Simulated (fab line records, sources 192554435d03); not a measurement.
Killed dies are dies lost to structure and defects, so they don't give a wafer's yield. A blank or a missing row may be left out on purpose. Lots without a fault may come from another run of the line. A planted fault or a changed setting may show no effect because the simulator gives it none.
Chamber matching | flow n5_finfet | N5_BEOL_M0_SAQP_STRIP_86 on rie_diel-01: 4 sister chambers
The step strips in N2/H2. 8 wafers are shown with their chamber, then 8 later ones without.

WAFERS WITH THEIR CHAMBER
wafer  | chamber | showerhead_plenum_p_Torr (Torr) | throttle_valve_pct (%)
L082.3 | 2       | 3.47                            | 19.2
L083.4 | 1       | 3.29                            | 18.7
L083.5 | 0       | 3.39                            | 18.3
L083.6 | 3       | 3.33                            | 19.4
L088.1 | 1       | 3.28                            | 18.8
L088.2 | 2       | 3.47                            | 19.2
L088.3 | 0       | 3.39                            | 18.3
L089.2 | 3       | 3.33                            | 19.5

WAFERS WITHOUT THEIR CHAMBER
wafer  | showerhead_plenum_p_Torr (Torr) | throttle_valve_pct (%)
L089.4 | 3.47                            | 19.2
L089.6 | 3.33                            | 19.4
L090.1 | 3.39                            | 18.3
L090.3 | 3.47                            | 19.2
L090.5 | 3.39                            | 18.3
L094.2 | 3.46                            | 19.2
L094.3 | 3.28                            | 18.7
L094.5 | 3.38                            | 18.3

WHICH CHAMBER EACH WENT THROUGH
wafer  | from the rows above | in truth
L089.4 | 2                   | 2
L089.6 | 3                   | 3
L090.1 | 0                   | 0
L090.3 | 2                   | 2
L090.5 | 0                   | 0
L094.2 | 2                   | 2
L094.3 | 1                   | 1
L094.5 | 0                   | 0
Placed correctly: 8 of 8. Can't be placed from these rows: 0. Placed wrongly: 0.
How it was worked out, from the rows above alone: a wafer's distance from a chamber is the root of the sum, over the readings, of the square of ((its reading less the chamber's mean) divided by the reading's scatter). The wafer belongs to the nearest chamber; if the next one is less than 2 further off, it can't be placed. A chamber's mean is the mean of its shown wafers. The scatter: the root of (the sum of the squares of (reading less its chamber's mean) over the shown wafers, divided by (wafers less chambers)).
